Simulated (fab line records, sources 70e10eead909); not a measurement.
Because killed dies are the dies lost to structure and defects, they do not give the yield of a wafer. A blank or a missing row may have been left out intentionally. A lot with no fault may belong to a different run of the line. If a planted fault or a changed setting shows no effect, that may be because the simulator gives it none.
fab line records	flow nand_harc
[record] lots = 12	wafers = 36	last_day = 33
route steps=1302 shown P_M1@306 A_BONDPAD@1222 THIN_TSV@1275 END@1302
lots untouched by any fault: they come from a run of this same line in which no faults occurred
start_h: hours from the record's first day to the start of the lot's first wafer shown	wait_h: hours elapsed since this lot's preceding step	" identical to the entry in the row above	L1.1+2: several wafers, shown together as one row	- no value, or no start was given	* or withheld: withheld	< > ~ a bound
route shown NAME@n: names a module that has steps shown in the file, with the first one's number in the route	usual: the fault-free wafers' mean and standard deviation	same: alike in all rows	chamber/n: place in a boat	sites: each site's reading	_std_site: how widely they spread, as a standard deviation	_edge_site: outer sites' mean less inner sites'	radius_mm: how far each site lies from the wafer's centre	mask NAME#n: copy n	behind: the tool/chamber that last shaped the wafer	hold: what put the lot on hold/how long, in hours/how the hold closed	device: the n, p or np transistor that did not switch	end of line: the same wafers' tests at the end of the route	step lacking rows: just its recipe	killed: dies that structure and defects cost at the first sort, which is not the same as the wafer's yield	map: per-die view of a wafer (x killed, . not killed, _ where there is no die)
set.NAME: the setting as run; set.NAME@STEP: as run at that earlier step	model.NAME: the simulator's own value behind a step, which no gauge read
a sample of lots followed through the steps of the route, with each step as a table and each wafer as a row
services: from which hour (start_h, from the record's first day; less than 0 if before it) a tool's chamber was out of use, for how many hours, and why
[[steps]]
[step NHARC_P_M1_PRE_CLEAN_30]
[recipe] time_s = 30	temp_c = 280	gas = H2/He
[usual] heater_power_w = 395/40
lot.wafer	tool	chamber	start_h	wait_h	heater_power_w
L394.3	pvd_sputter-01	-	131.12	-	400
L394.1	"	-	"	"	413
L394.4	"	-	"	"	384
L395.2	pvd_sputter-03	-	140.43	-	514
L395.3	"	-	"	"	334
L395.6	"	-	"	"	521
L396.2	pvd_sputter-01	-	154.67	-	398
L396.3	"	-	"	"	384
L396.5	"	-	"	"	407
L400.1	pvd_sputter-02	-	196.60	-	355
L400.2	"	-	"	"	357
L400.6	"	-	"	"	367
L402.1	pvd_sputter-02	-	212.96	-	357
L402.3	"	-	"	"	354
L402.6	"	-	"	"	369
L403.1	pvd_sputter-02	-	225.30	-	349
L403.6	"	-	"	"	365
L403.5	"	-	"	"	365
L410.1	pvd_sputter-01	-	280.77	-	386
L410.6	"	-	"	"	399
L410.5	"	-	"	"	395
L411.2	pvd_sputter-02	-	293.31	-	349
L411.6	"	-	"	"	391
L411.5	"	-	"	"	374
L412.3	pvd_sputter-02	-	309.58	-	395
L412.4	"	-	"	"	366
L412.2	"	-	"	"	344
L414.3	pvd_sputter-03	-	323.26	-	348
L414.2	"	-	"	"	469
L414.5	"	-	"	"	364
L415.1	pvd_sputter-01	-	347.82	-	388
L415.3	"	-	"	"	402
L415.2	"	-	"	"	401
L417.2	pvd_sputter-01	-	358.92	-	438
L417.4	"	-	"	"	392
L417.6	"	-	"	"	392
[step NHARC_A_BONDPAD_STRIP_15]
[recipe] o2_flow_sccm = 500	ar_flow_sccm = 0	bias_w = 0	chemistry = O2
[usual] drypump_motor_current_A = 5.7/0.38	oes_product_au = 1.000/0.011	rf_vpp_V = 57.7/0.94	showerhead_plenum_p_Torr = 3.50/0.17	throttle_valve_pct = 17.036/0.0085
lot.wafer	tool	chamber	start_h	wait_h	drypump_motor_current_A	oes_product_au	rf_hours_counter_h	rf_vpp_V	showerhead_plenum_p_Torr	throttle_valve_pct
L394.1	rie_diel-08	2	556.81	0.1	5.9	1.009	1	57.6	3.43	17.041
L394.3	"	0	"	"	5.3	1.009	1	56.3	3.29	17.021
L394.4	"	1	"	"	5.8	0.994	-	58.8	3.52	17.039
L395.3	rie_diel-13	0	579.38	0.1	5.4	0.994	13	59.2	3.80	17.047
L395.2	"	2	"	"	6.3	0.994	13	58.0	3.34	17.038
L395.6	"	0	"	"	5.4	0.996	-	57.2	3.80	17.021
L396.2	rie_diel-10	0	579.90	0.1	5.7	1.011	5	57.3	3.56	17.034
L396.3	"	3	"	"	5.0	1.006	-	58.5	3.74	17.042
L396.5	"	0	"	"	5.7	1.018	-	57.8	3.56	17.032
L400.2	rie_diel-08	3	599.21	0.1	5.8	0.997	12	57.6	3.43	17.043
L400.1	"	0	"	"	5.3	0.987	22	57.5	3.28	17.029
L400.6	"	1	"	"	5.8	0.984	-	57.4	3.51	17.040
L402.1	rie_diel-08	3	614.34	0.1	5.8	0.992	16	58.3	3.43	17.034
L402.3	"	0	"	"	5.3	0.994	25	56.9	3.28	17.049
L402.6	"	2	"	"	5.9	1.011	-	57.0	3.43	17.046
L403.1	rie_diel-13	1	636.48	0.1	6.2	1.004	24	56.8	3.35	17.040
L403.5	"	2	"	"	6.3	0.992	-	55.6	3.33	17.016
L403.6	"	3	"	"	5.8	1.003	-	58.0	3.49	17.032
L410.1	rie_diel-13	3	705.71	0.1	5.8	0.982	0	57.7	3.48	17.042
L410.6	"	3	"	"	5.8	0.992	-	57.3	3.48	17.034
L410.5	"	0	"	"	5.4	0.997	-	58.8	3.79	17.041
L411.2	rie_diel-13	1	723.16	0.1	6.1	0.990	2	57.7	3.34	17.021
L411.6	"	0	"	"	5.4	1.003	-	61.5	3.79	17.049
L411.5	"	1	"	"	6.2	1.001	-	58.5	3.34	17.025
L412.2	rie_diel-10	0	726.50	0.1	5.7	0.994	3	58.3	3.56	17.026
L412.3	"	1	"	"	5.7	1.010	4	56.0	3.32	17.029
L412.4	"	2	"	"	5.9	1.016	2	58.1	3.44	17.036
L414.3	rie_diel-10	0	728.44	0.1	5.7	1.000	4	57.0	3.56	17.028
L414.2	"	3	"	"	5.0	1.009	3	57.8	3.74	17.052
L414.5	"	0	"	"	5.7	0.987	-	56.7	3.56	17.015
L415.1	rie_diel-13	2	744.21	0.1	6.3	0.986	5	57.5	3.33	17.029
L415.2	"	3	"	"	5.8	0.988	5	56.0	3.48	17.046
L415.3	"	0	"	"	5.4	1.004	4	57.6	3.79	17.035
L417.4	rie_diel-08	2	768.71	0.1	5.9	1.001	7	58.7	3.40	17.046
L417.2	"	0	"	"	5.3	0.998	13	58.3	3.80	17.034
L417.6	"	1	"	"	5.8	1.002	-	57.8	3.48	17.037
[step NHARC_A_BONDPAD_CMP_19]
[recipe] t_overpolish_s = 30	cu_recess_touch_s = 16	target_thk_nm = 169.82
[usual] motor_current_A = 11.9/1.2	overpolish_run_s = 30.001/0.0093	retaining_ring_pressure_frac = 1.001/0.0051	slurry_flow_ml_min = 150.1/0.5
lot.wafer	tool	chamber	start_h	wait_h	motor_current_A	overpolish_run_s	retaining_ring_pressure_frac	slurry_flow_ml_min
L394.4	cmp-01	0	558.59	-	12.5	29.998	0.999	150.9
L394.1	"	1	"	"	12.8	29.996	1.009	150.2
L394.3	"	3	"	"	12.0	29.999	0.998	151.0
L395.3	cmp-02	0	581.06	-	10.9	30.001	1.004	150.7
L395.2	"	2	"	"	10.4	30.007	1.002	150.4
L395.6	"	0	"	"	11.8	30.002	0.998	150.4
L396.2	cmp-02	1	581.70	-	12.5	30.002	1.002	149.4
L396.3	"	2	"	"	10.3	30.000	0.994	149.5
L396.5	"	3	"	"	13.0	30.000	0.994	150.3
L400.1	cmp-04	2	600.89	-	11.2	29.998	0.996	150.1
L400.2	"	3	"	"	11.4	29.995	1.009	149.5
L400.6	"	2	"	"	11.3	30.015	0.996	150.6
L402.1	cmp-02	0	615.99	-	11.8	29.991	0.997	150.4
L402.3	"	3	"	"	12.0	30.010	0.999	150.4
L402.6	"	1	"	"	13.1	30.005	1.002	150.7
L403.1	cmp-01	2	638.39	-	10.1	30.007	0.999	149.5
L403.5	"	0	"	"	13.1	30.001	1.000	149.7
L403.6	"	1	"	"	12.8	30.007	1.001	151.0
L410.1	cmp-04	1	707.40	-	14.1	29.976	1.006	149.7
L410.5	"	0	"	"	10.2	29.994	1.004	149.8
L410.6	"	1	"	"	13.5	30.013	1.002	150.1
L411.2	cmp-01	0	724.81	-	12.5	30.000	1.008	150.8
L411.6	"	3	"	"	12.5	30.018	1.007	150.2
L411.5	"	0	"	"	13.2	30.004	1.009	151.8
L412.2	cmp-02	0	728.13	-	11.0	29.999	0.993	150.7
L412.3	"	1	"	"	13.3	30.007	1.002	149.8
L412.4	"	3	"	"	12.9	29.992	1.005	149.9
L414.2	cmp-01	3	730.07	-	11.3	29.999	0.990	149.0
L414.3	"	1	"	"	13.1	30.002	1.001	149.9
L414.5	"	0	"	"	12.9	29.991	0.995	150.7
L415.3	cmp-04	3	745.84	-	10.9	30.001	0.999	150.5
L415.2	"	0	"	"	10.5	30.004	1.002	149.7
L415.1	"	1	"	"	13.4	30.005	0.990	149.9
L417.2	cmp-02	2	770.36	-	9.7	29.993	1.004	150.7
L417.4	"	0	"	"	11.4	30.011	1.000	149.7
L417.6	"	2	"	"	10.3	30.000	1.000	151.0
[step NHARC_THIN_TSV_ANNEAL_52]
[recipe] temp_c = 225	time_s = 90
[usual] wafer_temp_C_max = 225.84/0.22
lot.wafer	tool	chamber	start_h	wait_h	wafer_temp_C_max
L394.1	rtp_anneal-02	0	576.19	0.6	225.46
L394.3	"	0	"	"	225.25
L394.4	"	0	"	"	225.71
L395.2	rtp_anneal-01	0	598.46	0.6	225.59
L395.3	"	0	"	"	226.20
L395.6	"	0	"	"	225.84
L396.2	rtp_anneal-02	0	599.67	0.7	225.99
L396.3	"	0	"	"	225.65
L396.5	"	0	"	"	226.05
L400.1	rtp_anneal-02	0	618.72	0.6	226.14
L400.2	"	0	"	"	225.91
L400.6	"	0	"	"	226.16
L402.1	rtp_anneal-02	0	633.86	0.6	225.87
L402.3	"	0	"	"	225.67
L402.6	"	0	"	"	225.65
L403.1	rtp_anneal-02	0	657.33	0.6	225.94
L403.5	"	0	"	"	225.77
L403.6	"	0	"	"	225.78
L410.1	rtp_anneal-01	0	726.88	0.6	225.75
L410.5	"	0	"	"	225.81
L410.6	"	0	"	"	225.69
L411.2	rtp_anneal-02	0	740.53	0.6	225.73
L411.5	"	0	"	"	225.65
L411.6	"	0	"	"	225.31
L412.2	rtp_anneal-01	0	750.90	0.6	225.85
L412.3	"	0	"	"	225.94
L412.4	"	0	"	"	225.89
L414.2	rtp_anneal-01	0	751.89	0.7	225.88
L414.3	"	0	"	"	225.86
L414.5	"	0	"	"	225.98
L415.1	rtp_anneal-02	0	764.35	0.5	225.30
L415.2	"	0	"	"	225.64
L415.3	"	0	"	"	225.51
L417.2	rtp_anneal-01	0	786.19	0.6	225.78
L417.4	"	0	"	"	226.10
L417.6	"	0	"	"	226.08
[step NHARC_END_SORT_01]
[recipe] temp_c = 25
[usual] defect_limited_yield = 92.0/2.6	killed_at_array = 49/18	killed_at_other = 0.8/1	killed_at_periphery = 4.2/2.8	killed_dies = 54/18	killed_open = 3.0/1.7	killed_short = 2.5/1.6	sort_bin_2_pct = 2.8/1.2	sort_bin_3_pct = 0.6/0.37	sort_bin_4_pct = 4.6/1.5	sort_n_pass = 623/18	sort_rim_yield_pct = 92/4.2	sort_yield_pct = 92.0/2.6
[same] gross_dies = 677	sort_bin_5_pct[%] = 0	sort_bin_6_pct[%] = 0	sort_bin_7_pct[%] = 0	sort_bin_8_pct[%] = 0	sort_rim_n_gross = 106.00
lot.wafer	tool	chamber	start_h	wait_h	defect_limited_yield[%]	killed_at_array	killed_at_other	killed_at_periphery	killed_dies	killed_open	killed_short	sort_bin_2_pct[%]	sort_bin_3_pct[%]	sort_bin_4_pct[%]	sort_n_pass	sort_rim_yield_pct[%]	sort_yield_pct[%]
L411.2	prober-01	0	750.95	2.8	91.0	53	3	5	61	3	1	2.5	0.3	6.2	616	89	91.0
L411.5	prober-01	0	753.35	3.7	92.8	42	0	7	49	2	3	2.8	0.6	3.8	628	88	92.8
L411.6	prober-01	0	754.15	4.0	82.1	59	0	62	121	1	0	8.1	2.4	7.4	556	83	82.1
L412.2	prober-01	0	762.58	2.8	92.8	40	0	9	49	5	2	2.4	0.3	4.6	628	85	92.8
L412.3	prober-01	0	763.38	3.1	84.0	48	0	60	108	4	1	7.8	3.0	5.2	569	81	84.0
L412.4	prober-01	0	764.18	3.4	92.2	45	0	8	53	4	3	2.1	0.6	5.2	624	86	92.2
L414.2	prober-01	0	770.38	2.8	89.5	66	0	5	71	5	4	2.7	0.4	7.4	606	91	89.5
L414.3	prober-01	0	771.18	3.1	89.4	65	0	7	72	1	4	3.4	1.3	5.9	605	93	89.4
L414.5	prober-01	0	772.78	3.7	91.1	54	0	6	60	4	4	3.8	0.7	4.3	617	88	91.1
// killed by level:class
L411.2 A_SLIT:chamber_film_flake=15 A_CHANNEL_HOLE_D1:chamber_film_flake=14 A_CONTACT:chamber_film_flake=7 A_CHANNEL_HOLE_D2:chamber_film_flake=5 P_CONTACT:chamber_film_flake=4 A_STAIRCASE:chamber_film_flake=4 A_CHANNEL_FILL_D2:chamber_film_flake=3 THIN_TSV:chamber_film_flake=3
L411.5 A_SLIT:chamber_film_flake=21 A_STAIRCASE:chamber_film_flake=6 A_CONTACT:chamber_film_flake=5 A_CHANNEL_HOLE_D1:chamber_film_flake=3 A_CHANNEL_HOLE_D2:chamber_film_flake=2 P_GATE:geometric_particle:open=1 P_GATE:geometric_particle:short=1 P_CONTACT:geometric_particle:short=1
L411.6 P_M1:unspecified=61 A_SLIT:chamber_film_flake=36 A_CHANNEL_HOLE_D1:chamber_film_flake=7 A_CONTACT:chamber_film_flake=7 A_STAIRCASE:chamber_film_flake=2 A_SGD_CUT:chamber_film_flake=2 A_WL_FILL:chamber_film_flake=2 A_WL_FILL:geometric_particle:open=1
L412.2 A_CHANNEL_HOLE_D1:chamber_film_flake=19 A_SLIT:chamber_film_flake=9 P_BONDPAD:chamber_film_flake=5 A_STAIRCASE:chamber_film_flake=4 A_CONTACT:chamber_film_flake=3 P_GATE:chamber_film_flake=2 P_GATE:geometric_particle:open=1 P_M0:geometric_particle:open=1
L412.3 P_M1:unspecified=56 A_CHANNEL_HOLE_D1:chamber_film_flake=32 A_SLIT:chamber_film_flake=8 A_CONTACT:chamber_film_flake=3 P_CONTACT:geometric_particle:open=1 P_M0:geometric_particle:open=1 A_CHANNEL_FILL_D1:geometric_particle:open=1 A_CHANNEL_FILL_D1:geometric_particle:short=1
L412.4 A_CHANNEL_HOLE_D1:chamber_film_flake=19 A_SLIT:chamber_film_flake=10 A_STAIRCASE:chamber_film_flake=7 P_BONDPAD:chamber_film_flake=4 A_CONTACT:chamber_film_flake=3 P_CONTACT:geometric_particle:short=1 P_CONTACT:geometric_particle:open=1 A_ONON_D2:geometric_particle:open=1
L414.2 A_CHANNEL_HOLE_D2:chamber_film_flake=28 A_SLIT:chamber_film_flake=9 A_STAIRCASE:chamber_film_flake=7 A_CONTACT:chamber_film_flake=6 A_CHANNEL_HOLE_D1:chamber_film_flake=5 A_SGD_CUT:chamber_film_flake=4 P_GATE:chamber_film_flake=2 P_M0:geometric_particle:open=1
L414.3 A_CHANNEL_HOLE_D2:chamber_film_flake=22 A_SLIT:chamber_film_flake=11 A_STAIRCASE:chamber_film_flake=10 A_CHANNEL_HOLE_D1:chamber_film_flake=8 A_CONTACT:chamber_film_flake=7 P_GATE:chamber_film_flake=5 A_SGD_CUT:chamber_film_flake=3 P_M0:geometric_particle:short=1
L414.5 A_CHANNEL_HOLE_D2:chamber_film_flake=16 A_CONTACT:chamber_film_flake=11 A_STAIRCASE:chamber_film_flake=7 A_SLIT:chamber_film_flake=6 A_CHANNEL_HOLE_D1:chamber_film_flake=5 P_GATE:chamber_film_flake=4 A_SGD_CUT:geometric_particle:short=2 A_SGD_CUT:chamber_film_flake=2
[[services]]
tool	chamber	start_h	hours	kind
rie_diel-13	0	117.99	1.9	repair
cmp-02	-	134.65	4.0	pm
rie_diel-13	1	155.61	11.6	repair
pvd_sputter-01	-	157.41	1.7	repair
rie_diel-13	-	165.11	9.0	pm
pvd_sputter-02	-	175.04	1.8	repair
cmp-02	-	183.41	4.4	repair
rie_diel-13	3	212.55	5.3	repair
pvd_sputter-01	-	229.43	10.0	pm
cmp-02	-	232.65	4.0	pm
cmp-02	-	240.02	1.4	repair
cmp-02	-	257.62	1.3	repair
pvd_sputter-02	-	282.05	10.0	pm
cmp-02	-	293.44	0.5	repair
cmp-02	-	330.65	4.0	pm
pvd_sputter-02	-	333.77	1.0	repair
rie_diel-13	-	342.28	9.0	pm
pvd_sputter-02	-	356.87	59.6	repair
rtp_anneal-01	-	372.00	12.0	pm
cmp-02	-	399.48	1.8	repair
pvd_sputter-01	-	407.43	10.0	pm
cmp-02	-	428.65	4.0	pm
pvd_sputter-02	-	460.05	10.0	pm
rtp_anneal-02	-	744.00	12.0	pm
[[key]]
[first_sign] step = NHARC_END_SORT_01	reading = killed_at_periphery	direction = up	sigmas = 20	usual = 4.2	struck = 61
[effect] step = NHARC_END_SORT_01	reading = defect_limited_yield	direction = down	sigmas = 3.4	usual = 92.0	struck = 83.1
[more_kills_born_at] NHARC_P_M1_PRE_CLEAN_30@pvd_sputter-02 = 117
met_at NHARC_P_M1_PRE_CLEAN_30
struck_lots L411,L412
struck_wafers L411.6,L412.3
not_acting_at NHARC_A_BONDPAD_STRIP_15,NHARC_A_BONDPAD_CMP_19,NHARC_THIN_TSV_ANNEAL_52
onset_between 212.96 293.31
[fault] kind = chamber_particle_source	tool = pvd_sputter-02	chamber = -	onset_h = 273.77	steps = NHARC_P_M1_PRE_CLEAN_30	rate_per_visit_cm2 = 0.53781	end_h = 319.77	scope = struck_wafers_only
